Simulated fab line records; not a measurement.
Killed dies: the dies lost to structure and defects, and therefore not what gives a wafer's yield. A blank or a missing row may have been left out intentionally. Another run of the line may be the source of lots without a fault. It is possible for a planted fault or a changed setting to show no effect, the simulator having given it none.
Which of the tools did it?    flow nandHarc    24 lots with 72 wafers sampled at 4 steps, on a route of 1302 steps

== WHAT THE GAUGES SHOWED, per wafer ==
NHARC_A_CONTACT_CD_MEAS_53. Usual: cdNm reads 289.6 nm (standard deviation 0.74).
lot   measured      on        cdNm (nm)          flag
L074  day 21 01:02  cdSem-02  289.9 290.2 291.2  
L076  day 22 10:27  cdSem-03  290.7 289.9 290.8  
L075  day 22 11:48  cdSem-02  288.8 289.0 288.7  
L077  day 22 20:52  cdSem-02  290.9 290.7 290.2  
L078  day 23 02:32  cdSem-01  290.0 289.8 289.9  
L079  day 23 19:05  cdSem-01  288.8 288.6 289.1  
L080  day 24 10:04  cdSem-03  289.2 288.9 289.2  
L081  day 25 06:26  cdSem-02  289.3 288.9 288.7  
L082  day 25 07:23  cdSem-01  288.5 288.1 288.6  
L085  day 26 08:35  cdSem-03  289.0 291.2 289.7  
L084  day 26 10:21  cdSem-03  289.2 289.5 289.6  
L083  day 26 12:05  cdSem-03  289.6 289.3 289.5  
L087  day 26 12:17  cdSem-03  290.2 289.5 289.7  
L086  day 26 22:03  cdSem-03  290.9 290.7 290.4  
L090  day 27 11:37  cdSem-02  289.6 289.4 290.1  
L088  day 27 11:35  cdSem-02  288.2 290.2 289.5  
L089  day 27 20:01  cdSem-03  289.2 289.9 289.7  
L091  day 28 19:16  cdSem-02  288.9 289.0 289.0  
L092  day 29 06:17  cdSem-03  289.9 290.1 291.3  
L093  day 29 19:34  cdSem-03  289.3 289.3 288.5  
L094  day 29 20:41  cdSem-03  290.2 289.3 289.8  
L096  day 30 06:28  cdSem-02  290.7 290.6 290.6  
L095  day 30 09:35  cdSem-03  290.0 289.2 289.6  
L097  day 31 21:44  cdSem-02  288.9 289.4 289.5  

NHARC_A_CONTACT_OVL_MEAS_70. Usual: overlayXNm -0.2 nm, standard deviation 0.82; overlayYNm -0.1 nm, standard deviation 0.68.
lot   measured      on          overlayXNm (nm)  overlayYNm (nm)  flag
L074  day 21 05:52  overlay-02  -0.5 -1.4 -1.0   -0.1 0.0 0.0     
L076  day 22 18:02  overlay-01  0.1 -0.3 -0.1    -0.4 -0.2 -0.5   
L075  day 22 19:19  overlay-02  0.1 0.7 0.7      -1.1 -0.9 -0.5   
L077  day 23 01:56  overlay-02  0.6 0.0 -0.3     -0.7 -0.8 -0.6   
L078  day 23 08:47  overlay-02  -1.7 -1.7 -2.1   0.0 -0.2 0.4     
L079  day 24 00:29  overlay-01  -0.9 -0.8 -0.6   0.6 0.2 0.2      
L080  day 24 20:34  overlay-02  0.8 0.6 0.7      0.0 -0.9 -0.6    
L081  day 25 15:09  overlay-02  -0.2 -0.2 -0.1   -0.1 -0.2 -0.4   
L082  day 25 15:29  overlay-01  -1.0 -1.1 -1.4   1.4 0.7 0.9      
L085  day 26 15:18  overlay-02  0.6 0.5 -0.1     0.9 0.7 0.9      
L084  day 26 17:07  overlay-01  0.4 0.2 0.8      0.2 1.1 0.1      
L083  day 26 19:37  overlay-02  1.2 1.0 0.8      -1.2 -1.3 -0.8   
L087  day 26 20:16  overlay-02  -0.8 0.0 -0.4    0.3 0.9 0.3      
L086  day 27 09:13  overlay-02  0.2 0.1 0.4      -1.1 -0.9 -0.7   
L090  day 27 19:31  overlay-02  -1.5 -1.4 -2.0   0.4 0.9 0.2      
L088  day 27 18:46  overlay-01  0.5 0.8 0.4      -0.2 -0.5 -0.7   
L089  day 28 01:28  overlay-02  0.9 0.5 0.8      0.4 0.9 0.0      
L091  day 29 00:58  overlay-01  -1.5 -1.5 -0.8   -0.7 -1.0 -1.0   
L092  day 29 11:17  overlay-02  -0.1 -0.4 -0.7   -0.4 -0.6 -0.8   
L093  day 30 02:47  overlay-01  0.0 0.1 0.1      -1.0 -1.5 -0.7   
L094  day 30 04:34  overlay-01  1.0 1.1 1.2      0.3 0.1 0.0      
L096  day 30 11:45  overlay-02  -0.5 -0.5 -0.9   0.5 0.0 -0.1     
L095  day 30 14:36  overlay-02  0.1 0.0 -0.4     0.2 0.6 0.9      
L097  day 32 06:15  overlay-02  -0.8 -0.7 -1.0   -0.1 0.3 0.1     

== TOOL THAT RAN EACH LOT (tool first, then ch and the chambers of the sampled wafers, then the start) ==
lot   NHARC_A_CONTACT_ETCH_114            NHARC_A_CONTACT_ETCH_117
L074  harCapEtch-03 ch 0,1, day 20 21:53  harCapEtch-03 ch 0,1, day 20 22:23
L076  harCapEtch-03 ch 0,1, day 22 07:43  harCapEtch-03 ch 0,1, day 22 08:14
L075  harCapEtch-02 ch 0,1, day 22 09:08  harCapEtch-02 ch 0,1, day 22 09:38
L077  harCapEtch-01 ch 0,1, day 22 18:08  harCapEtch-01 ch 0,1, day 22 18:39
L078  harCapEtch-01 ch 0,1, day 22 23:49  harCapEtch-01 ch 0,1, day 23 00:20
L079  harCapEtch-01 ch 0,1, day 23 16:23  harCapEtch-01 ch 0,1, day 23 16:54
L080  harCapEtch-01 ch 0,1, day 24 07:21  harCapEtch-01 ch 0,1, day 24 07:52
L081  harCapEtch-01 ch 0, day 25 03:44    harCapEtch-01 ch 0, day 25 04:14
L082  harCapEtch-03 ch 0,1, day 25 04:41  harCapEtch-03 ch 0,1, day 25 05:13
L085  harCapEtch-03 ch 0,1, day 26 05:48  harCapEtch-03 ch 0,1, day 26 06:19
L084  harCapEtch-02 ch 0,1, day 26 06:55  harCapEtch-02 ch 0,1, day 26 07:37
L083  harCapEtch-01 ch 0,1, day 26 09:20  harCapEtch-01 ch 0,1, day 26 09:51
L087  harCapEtch-03 ch 0,1, day 26 09:34  harCapEtch-03 ch 0,1, day 26 10:05
L086  harCapEtch-01 ch 0,1, day 26 19:13  harCapEtch-01 ch 0,1, day 26 19:43
L090  harCapEtch-02 ch 0,1, day 27 08:40  harCapEtch-02 ch 0,1, day 27 09:21
L088  harCapEtch-03 ch 1, day 27 08:44    harCapEtch-03 ch 1, day 27 09:14
L089  harCapEtch-01 ch 0,1, day 27 17:19  harCapEtch-01 ch 0,1, day 27 17:49
L091  harCapEtch-03 ch 0,1, day 28 16:32  harCapEtch-03 ch 0,1, day 28 17:02
L092  harCapEtch-01 ch 0,1, day 29 03:32  harCapEtch-01 ch 0,1, day 29 04:03
L093  harCapEtch-01 ch 0,1, day 29 16:50  harCapEtch-01 ch 0,1, day 29 17:21
L094  harCapEtch-03 ch 0,1, day 29 17:58  harCapEtch-03 ch 0,1, day 29 18:28
L096  harCapEtch-01 ch 0,1, day 30 03:46  harCapEtch-01 ch 0,1, day 30 04:17
L095  harCapEtch-03 ch 0,1, day 30 04:02  harCapEtch-03 ch 0,1, day 30 04:34
L097  harCapEtch-03 ch 0,1, day 31 19:01  harCapEtch-03 ch 0,1, day 31 19:32
- NHARC_A_CONTACT_ETCH_114: etches the open film in C4F8/O2/Ar, time 190 s, target depth 1850 nm.
- NHARC_A_CONTACT_ETCH_117: etches the open film in C4F8/O2/Ar, time 190 s, target depth 1850 nm.

== WHAT THE TOOLS THEMSELVES READ (means of the sampled wafers that have a number; where no wafer has one, the mark that the record gives instead) ==
NHARC_A_CONTACT_ETCH_114. Usual: oesAirLineAu reads 1.005 a.u. (standard deviation 0.019).
lot   tool           oesAirLineAu (a.u.)  flag
L074  harCapEtch-03  1.005                
L076  harCapEtch-03  0.985                
L075  harCapEtch-02  0.999                
L077  harCapEtch-01  1.026                
L078  harCapEtch-01  1.007                
L079  harCapEtch-01  1.020                
L080  harCapEtch-01  1.015                
L081  harCapEtch-01  0.988                
L082  harCapEtch-03  1.013                
L085  harCapEtch-03  0.988                
L084  harCapEtch-02  1.012                
L083  harCapEtch-01  1.016                
L087  harCapEtch-03  0.993                
L086  harCapEtch-01  0.999                
L090  harCapEtch-02  1.017                
L088  harCapEtch-03  1.042                
L089  harCapEtch-01  1.009                
L091  harCapEtch-03  0.984                
L092  harCapEtch-01  0.983                
L093  harCapEtch-01  1.023                
L094  harCapEtch-03  1.024                
L096  harCapEtch-01  1.028                
L095  harCapEtch-03  0.995                
L097  harCapEtch-03  1.013                

NHARC_A_CONTACT_ETCH_117. Usual: oesAirLineAu reads 0.999 a.u. (standard deviation 0.02).
lot   tool           oesAirLineAu (a.u.)  flag
L074  harCapEtch-03  0.996                
L076  harCapEtch-03  1.001                
L075  harCapEtch-02  0.995                
L077  harCapEtch-01  1.013                
L078  harCapEtch-01  1.033                
L079  harCapEtch-01  0.972                
L080  harCapEtch-01  1.002                
L081  harCapEtch-01  0.984                
L082  harCapEtch-03  0.998                
L085  harCapEtch-03  0.993                
L084  harCapEtch-02  0.986                
L083  harCapEtch-01  1.021                
L087  harCapEtch-03  0.996                
L086  harCapEtch-01  0.981                
L090  harCapEtch-02  1.024                
L088  harCapEtch-03  1.017                
L089  harCapEtch-01  0.985                
L091  harCapEtch-03  0.994                
L092  harCapEtch-01  1.013                
L093  harCapEtch-01  0.997                
L094  harCapEtch-03  0.982                
L096  harCapEtch-01  0.986                
L095  harCapEtch-03  1.006                
L097  harCapEtch-03  1.002                

== THE ANSWER, worked out from the rows above alone ==
Rule: lot off if the mean of its wafers having a number is beyond 3 standard deviations from the usual mean. Also off: a lot with no number at a reading for which 4 or more lots have one. All remaining lots with rows at the step are treated as sound. After the gauges, taken in route order, come the tools' own readings; for these a lot's mean is taken, as printed above. The first step at which some lot is off is used, and at that step the reading that is off furthest; a lot without a number counts as furthest.
No lot is off at any reading shown: from this, nothing can be told.

== WHAT THE SIMULATOR PUT IN ==
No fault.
